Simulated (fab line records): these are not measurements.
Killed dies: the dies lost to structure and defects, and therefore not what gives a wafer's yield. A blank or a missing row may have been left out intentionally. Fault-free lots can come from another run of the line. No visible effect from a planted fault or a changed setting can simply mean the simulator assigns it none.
One fault through the eyes of 3 desks    flow n5_finfet    what lay behind the numbers comes last; until then each desk has only its own

## DESK OF THE TOOL OWNER: rie_diel-03
The tool's own readings at N5_BEOL_M11_VIA_ETCH_34 (etches SiCOH lowk in C4F6/O2, target depth 184.5 nm, time 69.2 s): means of the sampled wafers that have a number, for each lot that ran on this tool. Any lot whose mean is over 4 standard deviations away from the usual mean is out of limits and marked OUT; that distance is given in the brackets.
Columns: A = drypump_motor_current_A at N5_BEOL_M11_VIA_ETCH_34, usual 5.8 A; B = oes_product_au at N5_BEOL_M11_VIA_ETCH_34, usual 0.80 a.u.; C = rf_vpp_V at N5_BEOL_M11_VIA_ETCH_34, usual 672 V; D = showerhead_plenum_p_Torr at N5_BEOL_M11_VIA_ETCH_34, usual 2.88 Torr; E = throttle_valve_pct at N5_BEOL_M11_VIA_ETCH_34, usual 21.03 %
lot   first seen here  A    B     C    D     E
L789  day 11 15:10     5.9  0.70  663  2.89  21.13
L799  day 14 05:32     5.8  0.82  664  2.84  21.13
L797  day 14 10:34     6.0  1.12  670  2.89  21.05
Finding of this desk: none of the 3 lots has anything out of limits.

## THE DEFECT DESK
Per lot, the means of the sampled wafers with a number show what the inspections along the route counted. Any lot whose mean is over 4 standard deviations away from the usual mean is out of limits and marked OUT; that distance is given in the brackets.
Columns: A = raw_defect_count at N5_BEOL_M11_INSPECT_30, usual 444
lot   first seen here  A
L789  day 11 14:55     441
L788  day 11 17:18     368
L799  day 14 04:59     538
L797  day 14 09:52     386
L805  day 16 01:16     497
L806  day 16 06:29     468
Finding of this desk: none of the 6 lots has anything out of limits.

## AT THE METROLOGY DESK
What the gauges read for every lot (on any tool): the sampled wafers with a number, averaged. Any lot whose mean is over 4 standard deviations away from the usual mean is out of limits and marked OUT; that distance is given in the brackets.
Columns: A = cd_nm at N5_BEOL_M11_CD_MEAS_28, usual 69.8 nm; B = V10_OVL at N5_BEOL_M11_OVL_MEAS_29, usual 0.4 nm
lot   first seen here  A     B
L789  day 11 14:52     70.7  0.6
L788  day 11 17:15     71.5  0.7
L799  day 14 04:56     69.6  2.0
L797  day 14 09:49     69.0  0.7
L805  day 16 01:13     70.1  0.2
L806  day 16 06:26     69.4  -0.2
Finding of this desk: none of the 6 lots has anything out of limits.

## PUT TOGETHER
Nothing out of limits was seen by the tool owner's desk.
No out-of-limits result turned up at the defect desk.
Metrology desk: nothing out of limits seen.

## WHAT WAS PUT IN BY THE SIMULATOR
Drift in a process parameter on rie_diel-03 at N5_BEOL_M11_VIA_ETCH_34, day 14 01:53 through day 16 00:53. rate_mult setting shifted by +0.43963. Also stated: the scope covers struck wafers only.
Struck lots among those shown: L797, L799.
